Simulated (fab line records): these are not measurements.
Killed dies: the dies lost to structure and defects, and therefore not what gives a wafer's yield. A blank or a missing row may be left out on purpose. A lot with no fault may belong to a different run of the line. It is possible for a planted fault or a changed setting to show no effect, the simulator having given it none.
fab line records	flow n5_finfet
record: lots: 7	wafers: 39
route steps=1938 shown BEOL_M8@1368 BEOL_M12@1602 BEOL_M13@1706 PASS1_CAP@1874
start_h: start of the lot's first displayed wafer, in hours after the record's first day	wait_h: hours since the lot's step before	" identical to the entry in the row above	L1.1+2: a single row standing in for several wafers	- no value present, or no start provided	* or withheld: withheld	< > ~ a bound
route shown NAME@n: names a module that has steps shown in the file, with the first one's number in the route	usual: average and standard deviation across the fault-free wafers	same: alike in all rows	chamber/n: place in a boat	sites: each site's reading	_std_site: standard deviation of those values	_edge_site: mean of outer sites minus mean of inner sites	radius_mm: how far each site lies from the wafer's centre	mask NAME#n: copy n	behind: the last tool/chamber to shape the wafer	hold: the reason the lot was held/the length of the hold in hours/how it ended	device: which transistor (n, p or np) failed to switch	end of line: the route-end tests of the same wafers	where a step has no rows: the recipe by itself	killed: the dies lost at the first sort to structure and to defects; this is not the yield of the wafer	map: a wafer's dies, marking killed ones x, the rest . and places with no die _
set.NAME: the setting the step ran with; set.NAME@STEP: the setting that earlier step ran with	model.NAME: the simulator's own value behind a step, which no gauge read
lots run with intentionally changed settings; tables by step, rows by wafer
== steps ==
step: N5_BEOL_M8_DESCUM_33
recipe: chemistry: O2	time_s: 7	source_power_w: 50	bias_power_w: 20	pressure_mtorr: 20	rf_frequency_hz: 2.712e+07	temp_c: 40	resist: CAR-EUV	o2_flow_sccm: 225
lot.wafer	tool	chamber	start_h	wait_h	set.time_s	model.CAR-EUV_of_BEOL_M8_COAT_22.thk_nm
L075.1+5+6	rie_diel-03	0,2,0	231.87	0.1	7	25.8
L075.2+3+4	"	2,1,1	"	"	7	26
L079.1+4+6	rie_diel-05	1,2,3	254.86	0.0	4.137	27.6
L079.2	"	3	"	"	7	26.2
L079.3+5	"	2,1	"	"	7	26
L074.2+3+5	rie_diel-01	1,0,1	255.43	0.3	7	26
L082.1+2+3+6	rie_diel-05	0,3,1,3	260.10	0.0	7	26
L082.4+5	"	2	"	"	7	25.8
L086.1	rie_diel-03	2	294.54	0.0	8.817	25.2
L086.2+3	"	0,3	"	"	8.817	25
L086.4+5+6	"	1,0,1	"	"	7	26
L095.1+3+5	rie_diel-01	2,3,0	356.20	0.0	3.825	27.6
L095.2+4+6	"	1,0,1	"	"	7	26
L097.1+2+3+4+6	rie_diel-05	1,0,2,3,0	364.98	0.0	7	26
L097.5	"	1	"	"	7	25.8
step: N5_BEOL_M8_ETCH_72
recipe: chemistry: N2/H2	target: underlayer	target_depth_a: 65	mask_material: CAR-EUV	time_s: 5.2	ion_energy_ev: 200	pressure_mtorr: 30	source_w: 840	bias_w: 150	n2_flow_sccm: 200	h2_flow_sccm: 200	ends: cleared
lot.wafer	tool	chamber	start_h	wait_h	set.time_s@BEOL_M8_DESCUM_33	model.CAR-EUV_of_BEOL_M8_COAT_22.thk_nm
L075.1+2+3+4+5+6	rie_diel-03	0,2,1,1,2,0	231.91	0.0	7	20.2
L079.1+4+6	rie_diel-05	1,2,3	254.90	0.0	4.137	21.8
L079.2+3	"	3,2	"	"	7	20.4
L079.5	"	1	"	"	7	20.2
L074.2+3+5	rie_diel-01	1,0,1	255.47	0.0	7	20.2
L082.1+3+4+5+6	rie_diel-05	0,1,2,2,3	260.13	0.0	7	20.2
L082.2	"	3	"	"	7	20.4
L086.1+2	rie_diel-03	2,0	294.58	0.0	8.817	19.4
L086.3	"	3	"	"	8.817	19.2
L086.4+5+6	"	1,0,1	"	"	7	20.2
L095.1+3	rie_diel-01	2,3	356.23	0.0	3.825	21.8
L095.2+6	"	1	"	"	7	20.2
L095.4	"	0	"	"	7	20.4
L095.5	"	0	"	"	3.825	22
L097.1+2	rie_diel-05	1,0	365.01	0.0	7	20.2
L097.3+4+6	"	2,3,0	"	"	7	20.4
L097.5	"	1	"	"	7	20
step: N5_BEOL_M12_ILD_DEP_00
recipe: material: SiOC	target_thk_a: 6589.2	temp_c: 350	precursor: DEMS/O2	pressure_torr: 5	rf_w: 500	time_s: 130.7
lot.wafer	tool	chamber	start_h	wait_h	set.time_s	model.SiOC_of_BEOL_M12_ILD_DEP_00.thk_nm
L075.1	pecvd-01	1	263.27	0.0	60.96	310.4
L075.2	"	0	"	"	130.7	654.4
L075.3	"	2	"	"	60.96	307.2
L075.4	"	2	"	"	60.96	317.4
L075.5	"	0	"	"	130.7	666
L075.6	"	1	"	"	130.7	673.2
L079.1	pecvd-02	1	280.13	0.0	130.7	666.8
L079.2+3	"	2,0	"	"	130.7	660.2
L079.4	"	0	"	"	84.32	433
L079.5	"	1	"	"	84.32	441.6
L079.6	"	2	"	"	84.32	433.8
L074.2	pecvd-03	2	285.82	0.0	130.7	650.6
L074.3	"	0	"	"	130.7	652.6
L074.5	"	1	"	"	130.7	660.6
L082.1	pecvd-03	0	286.96	0.0	130.7	653
L082.2	"	2	"	"	130.7	662.2
L082.3	"	1	"	"	130.7	651
L082.4	"	0	"	"	130.7	671.4
L082.5	"	2	"	"	130.7	673.2
L082.6	"	1	"	"	130.7	656.4
L086.1	pecvd-01	2	323.57	0.0	130.7	658.6
L086.2	"	1	"	"	105	544.6
L086.3	"	0	"	"	105	526.8
L086.4	"	1	"	"	130.7	671.8
L086.5	"	2	"	"	130.7	665.8
L086.6	"	0	"	"	105	537
L095.1	pecvd-03	2	387.05	0.0	130.7	647.4
L095.2	"	0	"	"	130.7	657.4
L095.3	"	1	"	"	130.7	646.4
L095.4	"	2	"	"	130.7	657.2
L095.5	"	1	"	"	130.7	656.4
L095.6	"	0	"	"	130.7	663
L097.1	pecvd-03	0	394.33	0.0	130.7	669.2
L097.2	"	1	"	"	180.5	895.4
L097.3	"	2	"	"	130.7	662.2
L097.4	"	2	"	"	130.7	671.8
L097.5	"	1	"	"	180.5	911.6
L097.6	"	0	"	"	180.5	931.2
step: N5_BEOL_M12_THK_MEAS_01
recipe: reads: SiOC_of_BEOL_M12_ILD_DEP_00
usual: M12_ILD_THK: 662/9.3
lot.wafer	tool	chamber	start_h	wait_h	set.time_s@BEOL_M12_ILD_DEP_00	M12_ILD_THK[nm]
L075.1	film_metro-01	-	263.40	0.1	60.96	311
L075.2	"	-	"	"	130.7	654
L075.3	"	-	"	"	60.96	307
L075.4	"	-	"	"	60.96	317
L075.5	"	-	"	"	130.7	666
L075.6	"	-	"	"	130.7	673
L079.1	film_metro-02	-	280.26	0.1	130.7	667
L079.2	"	-	"	"	130.7	660
L079.3	"	-	"	"	130.7	660
L079.4	"	-	"	"	84.32	433
L079.5	"	-	"	"	84.32	441
L079.6	"	-	"	"	84.32	434
L074.2	film_metro-01	-	285.95	0.1	130.7	651
L074.3	"	-	"	"	130.7	653
L074.5	"	-	"	"	130.7	661
L082.1	film_metro-02	-	287.28	0.3	130.7	653
L082.2	"	-	"	"	130.7	663
L082.3	"	-	"	"	130.7	651
L082.4	"	-	"	"	130.7	671
L082.5	"	-	"	"	130.7	673
L082.6	"	-	"	"	130.7	656
L086.1	film_metro-01	-	323.71	0.1	130.7	658
L086.2	"	-	"	"	105	545
L086.3	"	-	"	"	105	527
L086.4	"	-	"	"	130.7	672
L086.5	"	-	"	"	130.7	666
L086.6	"	-	"	"	105	537
L095.1	film_metro-02	-	387.18	0.1	130.7	647
L095.2	"	-	"	"	130.7	658
L095.3	"	-	"	"	130.7	646
L095.4	"	-	"	"	130.7	657
L095.5	"	-	"	"	130.7	657
L095.6	"	-	"	"	130.7	663
L097.1	film_metro-02	-	394.46	0.1	130.7	669
L097.2	"	-	"	"	180.5	895
L097.3	"	-	"	"	130.7	662
L097.4	"	-	"	"	130.7	671
L097.5	"	-	"	"	180.5	912
L097.6	"	-	"	"	180.5	931
step: N5_BEOL_M12_COAT_58
recipe: resist: BARC	temp_c: 205	time_s: 60	spin_rpm: 1500	resist_thk_nm: 89
step: N5_BEOL_M12_COAT_04
recipe: spin_rpm: 1625	resist_thk_nm: 400
step: N5_BEOL_M12_DESCUM_15
recipe: chemistry: O2	time_s: 7.9	source_power_w: 50	bias_power_w: 20	pressure_mtorr: 20	rf_frequency_hz: 2.712e+07	temp_c: 40	o2_flow_sccm: 225
step: N5_BEOL_M12_ETCH_59
recipe: chemistry: N2/H2	target: BARC	target_depth_a: 890	overetch_a: 267	time_s: 67.9	ion_energy_ev: 200	pressure_mtorr: 30	source_w: 840	bias_w: 150	n2_flow_sccm: 200	h2_flow_sccm: 200
step: N5_BEOL_M12_VIA_ETCH_16
recipe: chemistry: C4F8/O2/Ar	target: SiOC	pressure_mtorr: 30	source_w: 3000	bias_w: 700	Ar_flow_sccm: 400	C4F8_flow_sccm: 15	O2_flow_sccm: 8	he_inner_torr: 15	he_outer_torr: 30	target_depth_a: 7248	time_s: withheld	ion_energy_ev: 250	ends: cleared
lot.wafer	tool	chamber	start_h	wait_h	set.time_s@BEOL_M12_ILD_DEP_00	model.etch.depth_nm	model.coat_of_BEOL_M12_COAT_04.thk_nm
L075.1	rie_diel-05	2	263.88	0.0	*	310.5	220
L075.2	"	1	"	"	*	654.5	120.6
L075.3	"	0	"	"	*	307.3	226
L075.4	"	3	"	"	*	317.4	224.8
L075.5	"	1	"	"	*	666	116.6
L075.6	"	0	"	"	*	673.2	117.2
L079.1	rie_diel-05	2	280.78	0.1	*	666.7	117.8
L079.2	"	3	"	"	*	660.2	123.8
L079.3	"	3	"	"	*	660.2	123.6
L079.4	"	2	"	"	*	432.9	186.4
L079.5	"	3	"	"	*	441.5	190
L079.6	"	2	"	"	*	433.8	186.4
L074.2	rie_diel-05	3	286.79	0.0	*	650.6	126.6
L074.3	"	1	"	"	*	652.6	120.4
L074.5	"	1	"	"	*	660.5	119.2
L082.1	rie_diel-05	1	287.76	0.0	*	653	121.8
L082.2	"	3	"	"	*	662.3	122.2
L082.3	"	2	"	"	*	650.9	121.6
L082.4	"	1	"	"	*	671.3	116.2
L082.5	"	2	"	"	*	673.2	113.8
L082.6	"	3	"	"	*	656.4	125
L086.1	rie_diel-01	0	324.27	0.0	*	658.5	123
L086.2	"	2	"	"	*	544.7	156
L086.3	"	3	"	"	*	526.8	162.8
L086.4	"	1	"	"	*	671.8	117
L086.5	"	2	"	"	*	665.8	120.6
L086.6	"	1	"	"	*	537.1	159.4
L095.1	rie_diel-01	1	388.02	0.0	*	647.4	125.6
L095.2	"	2	"	"	*	657.3	122.6
L095.3	"	0	"	"	*	646.4	128.2
L095.4	"	2	"	"	*	657.2	123.4
L095.5	"	0	"	"	*	656.4	123.4
L095.6	"	1	"	"	*	663	120
L097.1	rie_diel-03	1	395.00	0.0	*	669.2	123
L097.2	"	2	"	"	*	895.3	56
L097.3	"	3	"	"	*	662.1	120.8
L097.4	"	0	"	"	*	671.8	119.4
L097.5	"	0	"	"	*	911.6	50.2
L097.6	"	3	"	"	*	931.2	42
step: N5_BEOL_M12_STRIP_63
recipe: chemistry: N2/H2	power_w: 1000	temp_c: 250	h2_frac: 0.65	overash_fraction: 0.3	pressure_mtorr: 1000	n2_flow_sccm: 1750	h2_flow_sccm: 3250
usual: oes_product_au: 0.692/0.0049	strip_time_to_endpoint_s: 42.1/1
lot.wafer	tool	chamber	start_h	wait_h	set.time_s@BEOL_M12_ILD_DEP_00	oes_product_au	strip_time_to_endpoint_s
L075.1	plasma_asher-01	1	264.08	-	60.96	0.830	67.8
L075.2	"	0	"	"	130.7	0.691	41.8
L075.3	"	0	"	"	60.96	0.834	69.3
L075.4	"	1	"	"	60.96	0.838	69.0
L075.5	"	1	"	"	130.7	0.686	40.7
L075.6	"	0	"	"	130.7	0.695	40.9
L079.1	plasma_asher-01	1	281.07	-	130.7	0.686	41.1
L079.2	"	0	"	"	130.7	0.695	42.7
L079.3	"	0	"	"	130.7	0.690	42.6
L079.4	"	1	"	"	84.32	0.753	59.1
L079.5	"	1	"	"	84.32	0.753	60.1
L079.6	"	0	"	"	84.32	0.733	59.2
L074.2	plasma_asher-01	0	286.99	-	130.7	0.695	43.4
L074.3	"	0	"	"	130.7	0.691	41.8
L074.5	"	1	"	"	130.7	0.692	41.4
L082.1	plasma_asher-02	1	287.95	-	130.7	0.696	42.2
L082.2	"	0	"	"	130.7	0.690	42.3
L082.3	"	1	"	"	130.7	0.696	42.1
L082.4	"	0	"	"	130.7	0.683	40.7
L082.5	"	0	"	"	130.7	0.693	40.0
L082.6	"	1	"	"	130.7	0.702	43.0
L086.1	plasma_asher-01	1	324.47	-	130.7	0.685	42.5
L086.2	"	0	"	"	105	0.697	51.2
L086.3	"	1	"	"	105	0.705	53.0
L086.4	"	0	"	"	130.7	0.695	40.8
L086.5	"	1	"	"	130.7	0.691	41.9
L086.6	"	0	"	"	105	0.707	52.1
L095.1	plasma_asher-02	1	388.36	-	130.7	0.694	43.2
L095.2	"	0	"	"	130.7	0.684	42.4
L095.3	"	1	"	"	130.7	0.707	43.9
L095.4	"	0	"	"	130.7	0.693	42.6
L095.5	"	1	"	"	130.7	0.695	42.6
L095.6	"	0	"	"	130.7	0.687	41.7
L097.1	plasma_asher-02	1	395.20	-	130.7	0.684	42.5
L097.2	"	0	"	"	180.5	0.669	23.5
L097.3	"	1	"	"	130.7	0.689	41.9
L097.4	"	0	"	"	130.7	0.692	41.5
L097.5	"	1	"	"	180.5	0.661	21.7
L097.6	"	0	"	"	180.5	0.658	19.0
step: N5_BEOL_M13_SPUTTER_44
recipe: material: Ta	target_thk_a: 100	temp_c: 50	bias_v: 80	power_w: 15000	chamber_pressure_pa: 0.07	time_s: 16.13
lot.wafer	tool	chamber	start_h	wait_h	set.time_s	model.Ta_of_BEOL_M13_SPUTTER_44.thk_nm
L075.1+2+4	pvd_sputter-02	-	272.23	0.0	18.94	11.8
L075.3+5	"	-	"	"	16.13	10
L075.6	"	-	"	"	16.13	10.2
L079.1	pvd_sputter-01	-	290.12	0.0	16.13	10.2
L079.2+4+5	"	-	"	"	8.598	5.4
L079.3+6	"	-	"	"	16.13	10
L074.2+3+5	pvd_sputter-02	-	302.29	0.0	16.13	10.2
L082.1	pvd_sputter-03	-	304.12	0.0	7.671	4.8
L082.2+5+6	"	-	"	"	16.13	10
L082.3+4	"	-	"	"	7.671	4.6
L086.1+2+6	pvd_sputter-02	-	331.58	0.0	16.13	10.2
L086.3+5	"	-	"	"	24.2	15.4
L086.4	"	-	"	"	24.2	15.2
L095.1+6	pvd_sputter-01	-	397.13	0.0	12.51	7.8
L095.2+3	"	-	"	"	16.13	10
L095.4	"	-	"	"	16.13	9.8
L095.5	"	-	"	"	12.51	7.6
L097.1+2+3+4+5+6	pvd_sputter-02	-	405.69	0.0	16.13	10.2
step: N5_BEOL_M13_SPUTTER_45
recipe: material: Cu	target_thk_a: 800	temp_c: -20	bias_v: 60	power_w: 26000	chamber_pressure_pa: 0.13	time_s: 13.33
step: N5_BEOL_M13_ECD_47
recipe: material: Cu	target_thk_a: 9360
step: N5_BEOL_M13_ANNEAL_48
recipe: temp_c: 225	time_s: 90	ambient: N2
step: N5_BEOL_M13_CMP_49
recipe: stop_on: SiOC	t_overpolish_s: 17.1	down_force_psi: 1	platen_rpm: 50	clearing_platen_down_force_psi: 1.5	clearing_platen_rpm: 50	post_cmp_clean: cu_alkaline	target_thk_nm: 420	clearing_platen_pad_velocity_m_s: 0.99484	pad_velocity_m_s: 0.99484
usual: barrier_field_endpoint_s: 30.3/0.82
lot.wafer	tool	chamber	start_h	wait_h	set.time_s@BEOL_M13_SPUTTER_44	barrier_field_endpoint_s
L075.4	cmp-01	0	272.95	0.1	18.94	31.8
L075.1	"	1	"	"	18.94	31.9
L075.2	"	2	"	"	18.94	31.5
L075.3	"	3	"	"	16.13	30.2
L075.6	"	0	"	"	16.13	29.8
L075.5	"	1	"	"	16.13	31.0
L079.3	cmp-01	1	290.90	0.2	16.13	30.5
L079.1	"	2	"	"	16.13	31.0
L079.4	"	3	"	"	8.598	25.3
L079.2	"	0	"	"	8.598	24.7
L079.6	"	1	"	"	16.13	31.5
L079.5	"	2	"	"	8.598	24.5
L074.2	cmp-03	2	303.02	0.3	16.13	31.4
L074.3	"	0	"	"	16.13	31.3
L074.5	"	2	"	"	16.13	31.1
L082.2	cmp-02	2	304.93	0.2	16.13	29.7
L082.1	"	3	"	"	7.671	24.6
L082.4	"	0	"	"	7.671	23.2
L082.3	"	1	"	"	7.671	23.4
L082.5	"	2	"	"	16.13	30.4
L082.6	"	3	"	"	16.13	32.0
L086.3	cmp-01	2	332.24	0.2	24.2	36.0
L086.1	"	3	"	"	16.13	30.7
L086.2	"	0	"	"	16.13	29.8
L086.4	"	1	"	"	24.2	36.5
L086.6	"	2	"	"	16.13	30.7
L086.5	"	3	"	"	24.2	36.1
L095.2	cmp-03	3	397.87	0.2	16.13	29.5
L095.3	"	0	"	"	16.13	31.0
L095.1	"	1	"	"	12.51	29.2
L095.4	"	2	"	"	16.13	30.5
L095.5	"	3	"	"	12.51	26.7
L095.6	"	0	"	"	12.51	27.9
L097.3	cmp-02	2	406.34	0.2	16.13	29.7
L097.4	"	3	"	"	16.13	31.0
L097.2	"	0	"	"	16.13	30.9
L097.1	"	1	"	"	16.13	30.1
L097.5	"	2	"	"	16.13	29.5
L097.6	"	3	"	"	16.13	31.7
step: N5_PASSIVATION_PECVD_01
recipe: material: SiNx	target_thk_a: 2000	temp_c: 400	precursor: SiH4/NH3/N2	pressure_torr: 4.9	rf_w: 1406	time_s: 43.2
lot.wafer	tool	chamber	start_h	wait_h	set.time_s	model.SiNx_of_PASSIVATION_PECVD_01.thk_nm
L075.1	pecvd-04	2	292.69	0.0	43.2	195.8
L075.2	"	1	"	"	43.2	201
L075.3	"	0	"	"	31.03	142.6
L075.4	"	1	"	"	31.03	147
L075.5	"	2	"	"	31.03	140.8
L075.6	"	0	"	"	43.2	202
L079.1	pecvd-01	2	308.96	0.0	43.2	201.6
L079.2	"	0	"	"	43.2	197.8
L079.3	"	1	"	"	43.2	198
L079.4	"	1	"	"	43.2	202.6
L079.5	"	2	"	"	43.2	203.4
L079.6	"	0	"	"	43.2	200.8
L074.2	pecvd-01	1	324.35	0.0	43.2	198.2
L074.3	"	0	"	"	43.2	196.4
L074.5	"	0	"	"	43.2	199.6
L082.1	pecvd-01	1	324.68	0.0	43.2	196
L082.2	"	0	"	"	17.73	79.6
L082.3	"	2	"	"	43.2	198
L082.4	"	0	"	"	17.73	81
L082.5	"	1	"	"	43.2	196.8
L082.6	"	2	"	"	17.73	79.8
L086.1	pecvd-04	0	349.14	0.0	43.2	197
L086.2	"	1	"	"	55.09	252
L086.3	"	2	"	"	43.2	192.6
L086.4	"	1	"	"	43.2	200.2
L086.5	"	0	"	"	55.09	257
L086.6	"	2	"	"	55.09	251
L095.1	pecvd-03	0	419.55	0.1	43.2	199.4
L095.2	"	0	"	"	43.2	202.2
L095.3+4	"	0	"	"	43.2	203.6
L095.5	"	0	"	"	43.2	201.6
L095.6	"	0	"	"	43.2	202
L097.1+2	pecvd-04	2,1	425.75	0.0	43.2	194.6
L097.3	"	0	"	"	25.6	117.6
L097.4	"	2	"	"	25.6	113.8
L097.5	"	1	"	"	25.6	118
L097.6	"	0	"	"	43.2	201.6
== key ==
split: step: N5_BEOL_M8_DESCUM_33	setting: time_s	stated: 7	by: wafer
response: step: N5_BEOL_M8_DESCUM_33	reading: model.CAR-EUV_of_BEOL_M8_COAT_22.thk_nm	change: -0.0362	per: 1%	r: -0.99
response: step: N5_BEOL_M8_ETCH_72	reading: model.CAR-EUV_of_BEOL_M8_COAT_22.thk_nm	change: -0.0352	per: 1%	r: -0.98
split: step: N5_BEOL_M12_ILD_DEP_00	setting: time_s	stated: 130.7	by: wafer
response: step: N5_BEOL_M12_ILD_DEP_00	reading: model.SiOC_of_BEOL_M12_ILD_DEP_00.thk_nm	change: +6.52	per: 1%	r: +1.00
response: step: N5_BEOL_M12_THK_MEAS_01	reading: M12_ILD_THK	change: +6.51	per: 1%	r: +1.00
response: step: N5_BEOL_M12_VIA_ETCH_16	reading: model.etch.depth_nm	change: +6.52	per: 1%	r: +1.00
response: step: N5_BEOL_M12_VIA_ETCH_16	reading: model.coat_of_BEOL_M12_COAT_04.thk_nm	change: -1.93	per: 1%	r: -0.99
response: step: N5_BEOL_M12_STRIP_63	reading: oes_product_au	change: -0.00183	per: 1%	r: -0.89
response: step: N5_BEOL_M12_STRIP_63	reading: strip_time_to_endpoint_s	change: *	per: 1%	r: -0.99
split: step: N5_BEOL_M13_SPUTTER_44	setting: time_s	stated: 16.13	by: wafer
response: step: N5_BEOL_M13_SPUTTER_44	reading: model.Ta_of_BEOL_M13_SPUTTER_44.thk_nm	change: +0.101	per: 1%	r: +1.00
response: step: N5_BEOL_M13_CMP_49	reading: barrier_field_endpoint_s	change: +0.124	per: 1%	r: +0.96
split: step: N5_PASSIVATION_PECVD_01	setting: time_s	stated: 43.2	by: wafer
response: step: N5_PASSIVATION_PECVD_01	reading: model.SiNx_of_PASSIVATION_PECVD_01.thk_nm	change: +1.99	per: 1%	r: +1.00
